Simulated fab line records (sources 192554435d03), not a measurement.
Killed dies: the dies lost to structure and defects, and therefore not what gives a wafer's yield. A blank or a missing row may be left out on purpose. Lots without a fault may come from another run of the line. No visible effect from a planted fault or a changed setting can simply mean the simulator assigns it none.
Chamber matching	flow n5_finfet	rie_diel-02 running N5_BEOL_M0_SAQP_ETCH_84: 4 sister chambers
The step etches SOC in N2/H2, target depth 100 nm, overetch 20 nm, time 150 s. 4 wafers are shown with their chamber, then 11 later ones without.

## WAFERS, EACH WITH ITS CHAMBER
wafer	chamber	drypump_motor_current_A (A)
L087.4	0	5.2
L091.3	2	5.9
L091.4	1	6.3
L092.2	3	6.3

## WAFERS WITHOUT THEIR CHAMBER
wafer	drypump_motor_current_A (A)
L092.3	6.3
L092.5	6.2
L093.2	5.2
L093.5	6.3
L093.6	5.2
L094.2	5.2
L094.4	6.3
L094.5	5.2
L096.3	5.9
L096.5	6.3
L096.6	5.2

## CHAMBER TAKEN BY EACH
wafer	from the rows above	in truth
L092.3	can't be placed: 1 or 3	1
L092.5	can't be placed: 1 or 3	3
L093.2	0	0
L093.5	can't be placed: 1 or 3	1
L093.6	0	0
L094.2	0	0
L094.4	can't be placed: 1 or 3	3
L094.5	0	0
L096.3	2	2
L096.5	can't be placed: 1 or 3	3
L096.6	0	0
Placed correctly: 6 of 11. Unplaceable from these rows: 5, with the true chamber sitting among the candidates in 5. Placed wrongly: 0.
How it was worked out, from the rows above alone: a wafer's distance from a chamber is the root of the sum, over the readings, of the square of ((its reading less the chamber's mean) divided by the reading's scatter). The wafer belongs to the nearest chamber; if the next one is less than 2 further off, it can't be placed. For every chamber, the mean is computed from those of its wafers that are shown. The scatter (one wafer shown for each chamber): square how far every hidden wafer sits from the nearest shown wafer, average those squares and take the square root.
